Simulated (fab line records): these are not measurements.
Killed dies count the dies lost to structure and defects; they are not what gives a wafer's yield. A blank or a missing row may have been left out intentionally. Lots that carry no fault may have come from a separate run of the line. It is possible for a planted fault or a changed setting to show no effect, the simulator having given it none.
fab line records / flow n5Finfet / part 2 of 2: steps 17 to 26 of 26
[record] lots = 5 wafers = 15 lastDay = 19
route steps=1938 shown BEOL_M4@1055
lots with no fault: from the same line, run without faults
startH: start of the lot's first displayed wafer, in hours after the record's first day / waitH: hours from the lot's prior step to this one / " identical to the entry in the row above / L1.1+2: a single row standing in for several wafers / - either no value or no given start / * or withheld: withheld / < > ~ a bound
route shown NAME@n: a module of which the file shows steps, and the number in the route of the first / usual: mean/standard deviation of fault-free wafers / same: alike in all rows / chamber/n: place in a boat / sites: the reading at each site / _std_site: how widely they spread, as a standard deviation / _edge_site: mean of outer sites minus mean of inner sites / radiusMm: for every site, how far away it sits from the centre of the wafer / mask NAME#n: copy n / behind: the tool/chamber that last shaped the wafer / hold: why the lot went on hold/how many hours it stayed there/how the hold came to an end / device: which transistor (n, p or np) failed to switch / end of line: tests of these same wafers at the route's end / a step with no rows: only its recipe / killed: not the wafer's yield, but the dies lost to structure and defects at the first sort / map: per-die view of a wafer (x killed, . not killed, _ where there is no die)
set.NAME: the setting the step ran with; set.NAME@STEP: the setting that earlier step ran with / model.NAME: the simulator's own value behind a step, which no gauge read
lots at selected steps of the route; one table per step, one row per wafer
services: from which hour (startH, from the record's first day; less than 0 if before it) a tool's chamber was out of use, for how many hours, and why
[[steps]]
[step N5_BEOL_M4_ETCH_41]
[recipe] chemistry = CH3F/O2 target = SiCN targetDepthA = 299 taperDeg = 2 timeS = 52.5 ionEnergyEv = 120 maskMaterial = TiN pressureMtorr = 30 sourceW = 395 biasW = 75 Ar_flow_sccm = 150 CH3F_flow_sccm = 30 O2_flow_sccm = 20
[usual] drypumpMotorCurrentA = 5.9/0.41 mfcArSccm = 150.0/0.5 oesProductAu = 0.79/0.077 rfVppV = 297.8/1.9 showerheadPlenumPTorr = 2.03/0.086 throttleValvePct = 16.33/0.22
lot.wafer=L074.2 tool=rieDiel-02 chamber=0 startH=- waitH=- drypumpMotorCurrentA=6.4 mfcArSccm=150.3 oesProductAu=0.74 rfHoursCounterH=168 rfVppV=295.0 showerheadPlenumPTorr=1.92 throttleValvePct=16.46
lot.wafer=L074.4 tool=rieDiel-02 chamber=1 startH=- waitH=- drypumpMotorCurrentA=6.2 mfcArSccm=150.3 oesProductAu=0.95 rfHoursCounterH=5 rfVppV=300.8 showerheadPlenumPTorr=2.14 throttleValvePct=15.99
lot.wafer=L074.6 tool=rieDiel-02 chamber=0 startH=- waitH=- drypumpMotorCurrentA=6.4 mfcArSccm=150.2 oesProductAu=0.74 rfHoursCounterH=- rfVppV=296.6 showerheadPlenumPTorr=1.92 throttleValvePct=16.46
lot.wafer=L076.1 tool=rieDiel-03 chamber=3 startH=- waitH=- drypumpMotorCurrentA=5.4 mfcArSccm=150.1 oesProductAu=0.86 rfHoursCounterH=39 rfVppV=298.5 showerheadPlenumPTorr=2.11 throttleValvePct=15.96
lot.wafer=L076.2 tool=rieDiel-03 chamber=0 startH=- waitH=- drypumpMotorCurrentA=5.7 mfcArSccm=149.7 oesProductAu=0.71 rfHoursCounterH=232 rfVppV=295.4 showerheadPlenumPTorr=1.89 throttleValvePct=16.52
lot.wafer=L076.5 tool=rieDiel-03 chamber=0 startH=- waitH=- drypumpMotorCurrentA=5.7 mfcArSccm=150.3 oesProductAu=0.71 rfHoursCounterH=- rfVppV=294.5 showerheadPlenumPTorr=1.89 throttleValvePct=16.52
lot.wafer=L078.2 tool=rieDiel-02 chamber=2 startH=- waitH=- drypumpMotorCurrentA=6.0 mfcArSccm=150.1 oesProductAu=0.79 rfHoursCounterH=131 rfVppV=298.6 showerheadPlenumPTorr=2.11 throttleValvePct=16.27
lot.wafer=L078.4 tool=rieDiel-02 chamber=0 startH=- waitH=- drypumpMotorCurrentA=6.4 mfcArSccm=150.1 oesProductAu=0.73 rfHoursCounterH=- rfVppV=294.8 showerheadPlenumPTorr=1.91 throttleValvePct=16.48
lot.wafer=L078.6 tool=rieDiel-02 chamber=2 startH=- waitH=- drypumpMotorCurrentA=6.0 mfcArSccm=149.9 oesProductAu=0.80 rfHoursCounterH=- rfVppV=298.8 showerheadPlenumPTorr=2.11 throttleValvePct=16.29
lot.wafer=L092.1 tool=rieDiel-03 chamber=3 startH=- waitH=- drypumpMotorCurrentA=5.4 mfcArSccm=149.1 oesProductAu=0.79 rfHoursCounterH=91 rfVppV=299.9 showerheadPlenumPTorr=2.09 throttleValvePct=16.06
lot.wafer=L092.3 tool=rieDiel-03 chamber=2 startH=- waitH=- drypumpMotorCurrentA=5.1 mfcArSccm=149.2 oesProductAu=0.67 rfHoursCounterH=245 rfVppV=296.9 showerheadPlenumPTorr=1.98 throttleValvePct=16.46
lot.wafer=L092.5 tool=rieDiel-03 chamber=3 startH=- waitH=- drypumpMotorCurrentA=5.4 mfcArSccm=149.3 oesProductAu=0.80 rfHoursCounterH=- rfVppV=298.9 showerheadPlenumPTorr=2.09 throttleValvePct=16.05
lot.wafer=L097.2 tool=rieDiel-02 chamber=2 startH=- waitH=- drypumpMotorCurrentA=6.0 mfcArSccm=150.4 oesProductAu=0.76 rfHoursCounterH=186 rfVppV=298.2 showerheadPlenumPTorr=2.09 throttleValvePct=16.38
lot.wafer=L097.4 tool=rieDiel-02 chamber=1 startH=- waitH=- drypumpMotorCurrentA=6.2 mfcArSccm=150.2 oesProductAu=0.83 rfHoursCounterH=64 rfVppV=299.1 showerheadPlenumPTorr=2.11 throttleValvePct=16.10
lot.wafer=L097.5 tool=rieDiel-02 chamber=0 startH=- waitH=- drypumpMotorCurrentA=6.4 mfcArSccm=149.3 oesProductAu=0.69 rfHoursCounterH=- rfVppV=294.5 showerheadPlenumPTorr=1.89 throttleValvePct=16.59
[step N5_BEOL_M4_STRIP_97]
[recipe] chemistry = N2/H2 timeS = 10 powerW = 450 tempC = 40 pressureMtorr = 20 rfFrequencyHz = 6e+07 biasPowerW = 7 n2FlowSccm = 200 h2FlowSccm = 200
[usual] drypumpMotorCurrentA = 5.9/0.41 oesProductAu = 0.79/0.077 rfVppV = 59.2/0.89 showerheadPlenumPTorr = 2.57/0.11 throttleValvePct = 23.69/0.25
lot.wafer=L074.2 tool=rieDiel-02 chamber=0 startH=- waitH=- drypumpMotorCurrentA=6.4 oesProductAu=0.74 rfHoursCounterH=168 rfVppV=58.9 showerheadPlenumPTorr=2.43 throttleValvePct=23.92
lot.wafer=L074.4 tool=rieDiel-02 chamber=1 startH=- waitH=- drypumpMotorCurrentA=6.2 oesProductAu=0.94 rfHoursCounterH=5 rfVppV=60.8 showerheadPlenumPTorr=2.72 throttleValvePct=23.52
lot.wafer=L074.6 tool=rieDiel-02 chamber=0 startH=- waitH=- drypumpMotorCurrentA=6.3 oesProductAu=0.74 rfHoursCounterH=- rfVppV=58.4 showerheadPlenumPTorr=2.43 throttleValvePct=23.93
lot.wafer=L076.1 tool=rieDiel-03 chamber=3 startH=- waitH=- drypumpMotorCurrentA=5.4 oesProductAu=0.85 rfHoursCounterH=39 rfVppV=60.2 showerheadPlenumPTorr=2.70 throttleValvePct=23.42
lot.wafer=L076.2 tool=rieDiel-03 chamber=0 startH=- waitH=- drypumpMotorCurrentA=5.7 oesProductAu=0.70 rfHoursCounterH=232 rfVppV=57.1 showerheadPlenumPTorr=2.38 throttleValvePct=23.72
lot.wafer=L076.5 tool=rieDiel-03 chamber=0 startH=- waitH=- drypumpMotorCurrentA=5.7 oesProductAu=0.70 rfHoursCounterH=- rfVppV=59.1 showerheadPlenumPTorr=2.38 throttleValvePct=23.71
lot.wafer=L078.2 tool=rieDiel-02 chamber=2 startH=- waitH=- drypumpMotorCurrentA=6.0 oesProductAu=0.78 rfHoursCounterH=131 rfVppV=59.7 showerheadPlenumPTorr=2.65 throttleValvePct=23.41
lot.wafer=L078.4 tool=rieDiel-02 chamber=0 startH=- waitH=- drypumpMotorCurrentA=6.4 oesProductAu=0.73 rfHoursCounterH=- rfVppV=57.4 showerheadPlenumPTorr=2.43 throttleValvePct=23.93
lot.wafer=L078.6 tool=rieDiel-02 chamber=2 startH=- waitH=- drypumpMotorCurrentA=6.0 oesProductAu=0.78 rfHoursCounterH=- rfVppV=59.4 showerheadPlenumPTorr=2.65 throttleValvePct=23.42
lot.wafer=L092.1 tool=rieDiel-03 chamber=3 startH=- waitH=- drypumpMotorCurrentA=5.4 oesProductAu=0.80 rfHoursCounterH=91 rfVppV=59.2 showerheadPlenumPTorr=2.68 throttleValvePct=23.47
lot.wafer=L092.3 tool=rieDiel-03 chamber=2 startH=- waitH=- drypumpMotorCurrentA=5.1 oesProductAu=0.68 rfHoursCounterH=245 rfVppV=59.7 showerheadPlenumPTorr=2.52 throttleValvePct=24.04
lot.wafer=L092.5 tool=rieDiel-03 chamber=3 startH=- waitH=- drypumpMotorCurrentA=5.4 oesProductAu=0.80 rfHoursCounterH=- rfVppV=59.7 showerheadPlenumPTorr=2.68 throttleValvePct=23.47
lot.wafer=L097.2 tool=rieDiel-02 chamber=2 startH=- waitH=- drypumpMotorCurrentA=6.0 oesProductAu=0.75 rfHoursCounterH=186 rfVppV=59.1 showerheadPlenumPTorr=2.63 throttleValvePct=23.51
lot.wafer=L097.4 tool=rieDiel-02 chamber=1 startH=- waitH=- drypumpMotorCurrentA=6.2 oesProductAu=0.82 rfHoursCounterH=64 rfVppV=60.8 showerheadPlenumPTorr=2.70 throttleValvePct=23.59
lot.wafer=L097.5 tool=rieDiel-02 chamber=0 startH=- waitH=- drypumpMotorCurrentA=6.4 oesProductAu=0.69 rfHoursCounterH=- rfVppV=60.0 showerheadPlenumPTorr=2.40 throttleValvePct=24.02
[step N5_BEOL_M4_OCD_MEAS_38]
[usual] trenchDepthNm = 55.5/1.3
lot.wafer=L074.2 tool=ocd-01 chamber=- startH=156.72 waitH=- trenchDepthNm=55.6
lot.wafer=L074.4 tool=ocd-01 chamber=- startH=156.72 waitH=- trenchDepthNm=55.9
lot.wafer=L074.6 tool=ocd-01 chamber=- startH=156.72 waitH=- trenchDepthNm=55.7
lot.wafer=L076.1 tool=ocd-02 chamber=- startH=170.15 waitH=- trenchDepthNm=56.0
lot.wafer=L076.2 tool=ocd-02 chamber=- startH=170.15 waitH=- trenchDepthNm=56.0
lot.wafer=L076.5 tool=ocd-02 chamber=- startH=170.15 waitH=- trenchDepthNm=55.4
lot.wafer=L078.2 tool=ocd-02 chamber=- startH=181.34 waitH=- trenchDepthNm=57.0
lot.wafer=L078.4 tool=ocd-02 chamber=- startH=181.34 waitH=- trenchDepthNm=54.7
lot.wafer=L078.6 tool=ocd-02 chamber=- startH=181.34 waitH=- trenchDepthNm=57.7
lot.wafer=L092.1 tool=ocd-01 chamber=- startH=298.63 waitH=- trenchDepthNm=55.8
lot.wafer=L092.3 tool=ocd-01 chamber=- startH=298.63 waitH=- trenchDepthNm=53.7
lot.wafer=L092.5 tool=ocd-01 chamber=- startH=298.63 waitH=- trenchDepthNm=56.0
lot.wafer=L097.2 tool=ocd-02 chamber=- startH=334.92 waitH=- trenchDepthNm=58.2
lot.wafer=L097.4 tool=ocd-02 chamber=- startH=334.92 waitH=- trenchDepthNm=55.0
lot.wafer=L097.5 tool=ocd-02 chamber=- startH=334.92 waitH=- trenchDepthNm=54.5
[step N5_BEOL_M4_HM_STRIP_39]
[recipe] chemistry = peroxideTinStrip material = TiN targetDepthA = 250 tempC = 50 timeS = 158
lot.wafer=L074.2+4+6 tool=wetBench-06 chamber=3,7,5 startH=156.76 waitH=0.0
lot.wafer=L076.1+2+5 tool=wetBench-05 chamber=7,4,0 startH=170.18 waitH=0.0
lot.wafer=L078.2+4+6 tool=wetBench-03 chamber=4,7,2 startH=181.37 waitH=0.0
lot.wafer=L092.1+3+5 tool=wetBench-03 chamber=4,1,7 startH=298.66 waitH=0.0
lot.wafer=L097.2+4+5 tool=wetBench-03 chamber=2,4,1 startH=334.95 waitH=0.0
[step N5_BEOL_M4_SRD_40]
[recipe] timeS = 30 tempC = 23 rinseLiquid = diw dry = ipaMarangoni
lot.wafer=L074.2+4+6 tool=wetBench-06 chamber=3,7,5 startH=156.80 waitH=0.0
lot.wafer=L076.1+2+5 tool=wetBench-05 chamber=7,4,0 startH=170.23 waitH=0.0
lot.wafer=L078.2+4+6 tool=wetBench-03 chamber=4,7,2 startH=181.42 waitH=0.0
lot.wafer=L092.1+3+5 tool=wetBench-03 chamber=4,1,7 startH=298.71 waitH=0.0
lot.wafer=L097.2+4+5 tool=wetBench-03 chamber=2,4,1 startH=335.00 waitH=0.0
[step N5_BEOL_M4_PRECLEAN_42]
[recipe] chemistry = residueRemover timeS = 60 tempC = 40
lot.wafer=L074.2+4+6 tool=wetBench-06 chamber=3,7,5 startH=156.82 waitH=0.0
lot.wafer=L076.1+2+5 tool=wetBench-05 chamber=7,4,0 startH=170.24 waitH=0.0
lot.wafer=L078.2+4+6 tool=wetBench-03 chamber=4,7,2 startH=181.43 waitH=0.0
lot.wafer=L092.1+3+5 tool=wetBench-03 chamber=4,1,7 startH=298.72 waitH=0.0
lot.wafer=L097.2+4+5 tool=wetBench-03 chamber=2,4,1 startH=335.01 waitH=0.0
[step N5_BEOL_M4_SRD_43]
[recipe] timeS = 30 tempC = 23 rinseLiquid = diw dry = ipaMarangoni
lot.wafer=L074.2+4+6 tool=wetBench-06 chamber=3,7,5 startH=156.84 waitH=0.0
lot.wafer=L076.1+2+5 tool=wetBench-05 chamber=7,4,0 startH=170.26 waitH=0.0
lot.wafer=L078.2+4+6 tool=wetBench-03 chamber=4,7,2 startH=181.45 waitH=0.0
lot.wafer=L092.1+3+5 tool=wetBench-03 chamber=4,1,7 startH=298.74 waitH=0.0
lot.wafer=L097.2+4+5 tool=wetBench-03 chamber=2,4,1 startH=335.03 waitH=0.0
[step N5_BEOL_M4_CD_MEAS_35]
[recipe] targetCdNm = 18 targetCdYNm = 22.4 polarity = opening
[usual] cdNm = 18.1/0.35
lot.wafer=L074.2 tool=cdSem-02 chamber=- startH=156.88 waitH=0.0 cdNm=17.7
lot.wafer=L074.4 tool=cdSem-02 chamber=- startH=156.88 waitH=0.0 cdNm=18.0
lot.wafer=L074.6 tool=cdSem-02 chamber=- startH=156.88 waitH=0.0 cdNm=18.2
lot.wafer=L076.1 tool=cdSem-02 chamber=- startH=170.30 waitH=0.0 cdNm=18.5
lot.wafer=L076.2 tool=cdSem-02 chamber=- startH=170.30 waitH=0.0 cdNm=17.7
lot.wafer=L076.5 tool=cdSem-02 chamber=- startH=170.30 waitH=0.0 cdNm=18.1
lot.wafer=L078.2 tool=cdSem-02 chamber=- startH=181.49 waitH=0.0 cdNm=18.3
lot.wafer=L078.4 tool=cdSem-02 chamber=- startH=181.49 waitH=0.0 cdNm=18.0
lot.wafer=L078.6 tool=cdSem-02 chamber=- startH=181.49 waitH=0.0 cdNm=18.3
lot.wafer=L092.1 tool=cdSem-03 chamber=- startH=298.78 waitH=0.0 cdNm=17.4
lot.wafer=L092.3 tool=cdSem-03 chamber=- startH=298.78 waitH=0.0 cdNm=18.3
lot.wafer=L092.5 tool=cdSem-03 chamber=- startH=298.78 waitH=0.0 cdNm=17.8
lot.wafer=L097.2 tool=cdSem-03 chamber=- startH=335.07 waitH=0.0 cdNm=18.0
lot.wafer=L097.4 tool=cdSem-03 chamber=- startH=335.07 waitH=0.0 cdNm=18.8
lot.wafer=L097.5 tool=cdSem-03 chamber=- startH=335.07 waitH=0.0 cdNm=18.3
[step N5_BEOL_M4_DEGAS_44]
[recipe] ambient = vacuum tempC = 250 timeS = 60
[usual] heaterPowerW = 338/18
lot.wafer=L074.2 tool=pvdSputter-02 chamber=- startH=158.97 waitH=2.1 heaterPowerW=341
lot.wafer=L074.4 tool=pvdSputter-02 chamber=- startH=158.97 waitH=2.1 heaterPowerW=312
lot.wafer=L074.6 tool=pvdSputter-02 chamber=- startH=158.97 waitH=2.1 heaterPowerW=344
lot.wafer=L076.1 tool=pvdSputter-02 chamber=- startH=170.34 waitH=0.0 heaterPowerW=320
lot.wafer=L076.2 tool=pvdSputter-02 chamber=- startH=170.34 waitH=0.0 heaterPowerW=345
lot.wafer=L076.5 tool=pvdSputter-02 chamber=- startH=170.34 waitH=0.0 heaterPowerW=332
lot.wafer=L078.2 tool=pvdSputter-03 chamber=- startH=181.89 waitH=0.4 heaterPowerW=360
lot.wafer=L078.4 tool=pvdSputter-03 chamber=- startH=181.89 waitH=0.4 heaterPowerW=318
lot.wafer=L078.6 tool=pvdSputter-03 chamber=- startH=181.89 waitH=0.4 heaterPowerW=347
lot.wafer=L092.1 tool=pvdSputter-03 chamber=- startH=299.11 waitH=0.3 heaterPowerW=363
lot.wafer=L092.3 tool=pvdSputter-03 chamber=- startH=299.11 waitH=0.3 heaterPowerW=318
lot.wafer=L092.5 tool=pvdSputter-03 chamber=- startH=299.11 waitH=0.3 heaterPowerW=377
lot.wafer=L097.2 tool=pvdSputter-03 chamber=- startH=335.39 waitH=0.3 heaterPowerW=355
lot.wafer=L097.4 tool=pvdSputter-03 chamber=- startH=335.39 waitH=0.3 heaterPowerW=354
lot.wafer=L097.5 tool=pvdSputter-03 chamber=- startH=335.39 waitH=0.3 heaterPowerW=359
[step N5_BEOL_M4_PRE_CLEAN_45]
[recipe] gas = H2/He timeS = 30 tempC = 250
[usual] heaterPowerW = 339/19
lot.wafer=L074.2 tool=pvdSputter-02 chamber=- startH=159.01 waitH=0.0 heaterPowerW=355
lot.wafer=L074.4 tool=pvdSputter-02 chamber=- startH=159.01 waitH=0.0 heaterPowerW=320
lot.wafer=L074.6 tool=pvdSputter-02 chamber=- startH=159.01 waitH=0.0 heaterPowerW=353
lot.wafer=L076.1 tool=pvdSputter-02 chamber=- startH=170.38 waitH=0.0 heaterPowerW=324
lot.wafer=L076.2 tool=pvdSputter-02 chamber=- startH=170.38 waitH=0.0 heaterPowerW=352
lot.wafer=L076.5 tool=pvdSputter-02 chamber=- startH=170.38 waitH=0.0 heaterPowerW=328
lot.wafer=L078.2 tool=pvdSputter-03 chamber=- startH=181.93 waitH=0.0 heaterPowerW=353
lot.wafer=L078.4 tool=pvdSputter-03 chamber=- startH=181.93 waitH=0.0 heaterPowerW=331
lot.wafer=L078.6 tool=pvdSputter-03 chamber=- startH=181.93 waitH=0.0 heaterPowerW=355
lot.wafer=L092.1 tool=pvdSputter-03 chamber=- startH=299.15 waitH=0.0 heaterPowerW=361
lot.wafer=L092.3 tool=pvdSputter-03 chamber=- startH=299.15 waitH=0.0 heaterPowerW=314
lot.wafer=L092.5 tool=pvdSputter-03 chamber=- startH=299.15 waitH=0.0 heaterPowerW=366
lot.wafer=L097.2 tool=pvdSputter-03 chamber=- startH=335.43 waitH=0.0 heaterPowerW=358
lot.wafer=L097.4 tool=pvdSputter-03 chamber=- startH=335.43 waitH=0.0 heaterPowerW=363
lot.wafer=L097.5 tool=pvdSputter-03 chamber=- startH=335.43 waitH=0.0 heaterPowerW=372
[[services]]
tool=rieDiel-02 chamber=1 startH=132.22 hours=- kind=clean
tool=rieDiel-02 chamber=1 startH=132.22 hours=- kind=consumableReplace:focusRing
tool=rieDiel-02 chamber=1 startH=132.22 hours=- kind=consumableReplace:showerhead
tool=rieDiel-02 chamber=1 startH=132.22 hours=12.2 kind=scheduledDown
tool=rieDiel-02 chamber=1 startH=132.22 hours=12.2 kind=ventCycle
tool=rieDiel-04 chamber=- startH=153.03 hours=28.1 kind=pm
tool=aldSin-03 chamber=- startH=157.30 hours=0.3 kind=repair
tool=rieDiel-02 chamber=1 startH=162.01 hours=21.4 kind=repair
tool=aldSin-04 chamber=3 startH=173.31 hours=5.0 kind=repair
tool=rieDiel-02 chamber=3 startH=179.16 hours=26.0 kind=repair
tool=rieDiel-04 chamber=- startH=181.13 hours=14.6 kind=pm
tool=aldSin-01 chamber=3 startH=204.32 hours=16.5 kind=repair
tool=aldSin-03 chamber=3 startH=213.18 hours=5.4 kind=repair
tool=rieDiel-03 chamber=0 startH=229.05 hours=- kind=clean
tool=wetBench-06 chamber=- startH=236.80 hours=1.9 kind=pm
tool=wetBench-06 chamber=- startH=240.43 hours=2.1 kind=repair
tool=rieDiel-03 chamber=- startH=246.82 hours=1.1 kind=repair
tool=rieDiel-04 chamber=0 startH=253.23 hours=8.6 kind=repair
tool=aldSin-01 chamber=- startH=269.17 hours=14.0 kind=pm
tool=rieDiel-04 chamber=- startH=273.54 hours=1.3 kind=repair
tool=aldSin-01 chamber=1 startH=291.45 hours=8.0 kind=repair
tool=aldSin-03 chamber=- startH=302.58 hours=2.8 kind=pm
tool=aldSin-01 chamber=- startH=310.53 hours=6.0 kind=pm
tool=aldSin-01 chamber=0 startH=334.73 hours=3.6 kind=repair
